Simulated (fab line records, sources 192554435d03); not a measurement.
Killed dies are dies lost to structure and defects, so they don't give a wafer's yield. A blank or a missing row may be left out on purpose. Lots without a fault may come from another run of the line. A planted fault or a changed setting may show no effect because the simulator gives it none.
Chamber matching | flow n5_finfet | N5_DUMMY_GATE_ETCH_36 on rie_diel-03: 4 sister chambers
The step etches SiARC in CF4, target depth 13 nm. 4 wafers are shown with their chamber, then 9 later ones without.

WAFERS WITH THEIR CHAMBER
wafer  | chamber | drypump_motor_current_A (A)
L091.6 | 2       | 6.6
L092.1 | 1       | 5.7
L092.2 | 3       | 5.5
L092.3 | 0       | 6.5

WAFERS WITHOUT THEIR CHAMBER
wafer  | drypump_motor_current_A (A)
L094.3 | 5.7
L094.5 | 6.6
L094.6 | 5.4
L095.1 | 6.5
L095.3 | 5.7
L095.6 | 5.4
L096.1 | 5.4
L096.4 | 6.5
L096.5 | 5.4

WHICH CHAMBER EACH WENT THROUGH
wafer  | from the rows above     | in truth
L094.3 | 1                       | 1
L094.5 | can't be placed: 2 or 0 | 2
L094.6 | 3                       | 3
L095.1 | can't be placed: 0 or 2 | 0
L095.3 | 1                       | 1
L095.6 | 3                       | 3
L096.1 | 3                       | 3
L096.4 | can't be placed: 0 or 2 | 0
L096.5 | 3                       | 3
Placed correctly: 6 of 9. Can't be placed from these rows: 3 (the true chamber is among the candidates in 3). Placed wrongly: 0.
How it was worked out, from the rows above alone: a wafer's distance from a chamber is the root of the sum, over the readings, of the square of ((its reading less the chamber's mean) divided by the reading's scatter). The wafer belongs to the nearest chamber; if the next one is less than 2 further off, it can't be placed. A chamber's mean is the mean of its shown wafers. The scatter: with one shown wafer a chamber, the root of the mean of the squares of how far each hidden wafer lies from its nearest shown one.
